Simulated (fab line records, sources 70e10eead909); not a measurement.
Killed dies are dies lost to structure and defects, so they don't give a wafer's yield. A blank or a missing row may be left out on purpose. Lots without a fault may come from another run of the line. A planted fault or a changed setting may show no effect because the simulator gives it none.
Which tool did it? | flow nand_harc | 13 lots, 39 wafers sampled, at 3 steps of a route of 1159

WHAT THE GAUGES READ, wafer by wafer
NHARC_A_M0_INSPECT_11.
lot  | measured     | on                | raw_defect_count
L563 | day 17 18:08 | defect_inspect-02 | 31 38 28
L564 | day 17 18:43 | defect_inspect-01 | 12 17 17
L566 | day 18 13:20 | defect_inspect-01 | 22 18 25
L562 | day 18 16:35 | defect_inspect-02 | 30 30 15
L567 | day 18 18:56 | defect_inspect-02 | 35 22 31
L568 | day 19 17:51 | defect_inspect-02 | 29 30 24
L570 | day 19 18:07 | defect_inspect-01 | 11 15 9
L569 | day 20 00:13 | defect_inspect-02 | 45 32 36
L578 | day 21 09:00 | defect_inspect-02 | 25 24 28
L580 | day 22 02:10 | defect_inspect-02 | 26 34 20
L581 | day 22 08:10 | defect_inspect-02 | 41 36 47
L583 | day 23 06:02 | defect_inspect-01 | 71 33 42
L584 | day 23 06:38 | defect_inspect-02 | 13 15 18

NHARC_HYBRID_BOND_OVL_MEAS_05.
lot  | measured     | on         | overlay_x_nm (nm) | overlay_y_nm (nm)
L563 | day 18 16:04 | overlay-02 | -50 -11 -41       | -66 -50 17
L564 | day 18 16:04 | overlay-01 | -1 -17 -59        | -3 -5 -72
L566 | day 19 16:27 | overlay-02 | 22 39 11          | -27 -42 21
L562 | day 19 16:28 | overlay-02 | 18 28 11          | -1 -49 -16
L567 | day 19 16:27 | overlay-01 | -12 -7 -11        | 7 -30 31
L568 | day 20 18:13 | overlay-01 | -9 65 44          | -27 -6 27
L570 | day 20 18:13 | overlay-02 | -54 18 -32        | -20 -22 -6
L569 | day 20 23:52 | overlay-01 | -16 4 11          | 10 26 -79
L578 | day 22 08:37 | overlay-02 | 12 26 13          | -11 -13 27
L580 | day 23 03:22 | overlay-01 | -41 7 -7          | -14 -17 16
L581 | day 23 03:23 | overlay-01 | 15 26 -4          | 14 -20 -30
L583 | day 24 03:04 | overlay-01 | 29 67 63          | -6 -9 -32
L584 | day 24 03:04 | overlay-02 | -5 -6 46          | 5 -23 -5

WHICH TOOL RAN EACH LOT (tool, then ch and the chambers of the sampled wafers, then the start)
lot  | NHARC_A_BLC_CMP_25
L563 | cmp-01 ch 1,2,3, day 17 16:52
L564 | cmp-01 ch 0,1,2, day 17 17:23
L566 | cmp-02 ch 1,2,3, day 18 11:56
L562 | cmp-04 ch 1,2,3, day 18 15:11
L567 | cmp-01 ch 0,3, day 18 17:28
L568 | cmp-01 ch 1,2,3, day 19 16:04
L570 | cmp-02 ch 0,1,2, day 19 16:29
L569 | cmp-04 ch 0,1, day 19 22:49
L578 | cmp-01 ch 0,1,3, day 21 07:37
L580 | cmp-04 ch 0,2, day 22 00:44
L581 | cmp-04 ch 0,2,3, day 22 06:45
L583 | cmp-02 ch 2,3, day 23 04:44
L584 | cmp-01 ch 1,2, day 23 05:12
- NHARC_A_BLC_CMP_25: polishes, t overpolish 30 s, target thk 150 nm.

WHAT THE TOOLS THEMSELVES READ (means of the sampled wafers that have a number; where no wafer has one, the mark that the record gives instead)
NHARC_A_BLC_CMP_25.
lot  | tool   | motor_current_A (A) | overpolish_run_s (s) | time_to_endpoint_s (s)
L563 | cmp-01 | 12.1                | 30.013               | 34
L564 | cmp-01 | 11.8                | 29.992               | 28
L566 | cmp-02 | 11.8                | 29.998               | 30
L562 | cmp-04 | 12.3                | 30.004               | 32
L567 | cmp-01 | 12.9                | 30.000               | 28
L568 | cmp-01 | 12.3                | 30.004               | 26
L570 | cmp-02 | 12.2                | 30.005               | 30
L569 | cmp-04 | 12.4                | 29.996               | 33
L578 | cmp-01 | 11.7                | 30.010               | 28
L580 | cmp-04 | 11.4                | 29.988               | 33
L581 | cmp-04 | 11.9                | 30.000               | 36
L583 | cmp-02 | 11.7                | 30.000               | 32
L584 | cmp-01 | 11.2                | 30.003               | 29

THE ANSWER, worked out from the rows above alone
Rule: what is usual is taken from the lots themselves. Put in order of their means at a reading, lots are off if they are a third of the lots or fewer, leave a main group of 4 or more, and stand apart from it by a gap of 3 or more times the standard deviation of the main group's means; of several such gaps the widest counts. A main group whose means are all the same, to the digits that the tables above print for the reading, isn't used. A lot without any number at a reading at which 4 lots or more have one is off too. The other lots that the step has rows for count as sound. The gauges are gone through in route order, then the tools' own readings, and for those a lot's mean is taken as printed above. The first step at which some lot is off is used, and at that step the reading that is off furthest; a lot without a number counts as furthest.
No lot is off at any reading shown: from this, nothing can be told.

WHAT THE SIMULATOR HAD PUT IN
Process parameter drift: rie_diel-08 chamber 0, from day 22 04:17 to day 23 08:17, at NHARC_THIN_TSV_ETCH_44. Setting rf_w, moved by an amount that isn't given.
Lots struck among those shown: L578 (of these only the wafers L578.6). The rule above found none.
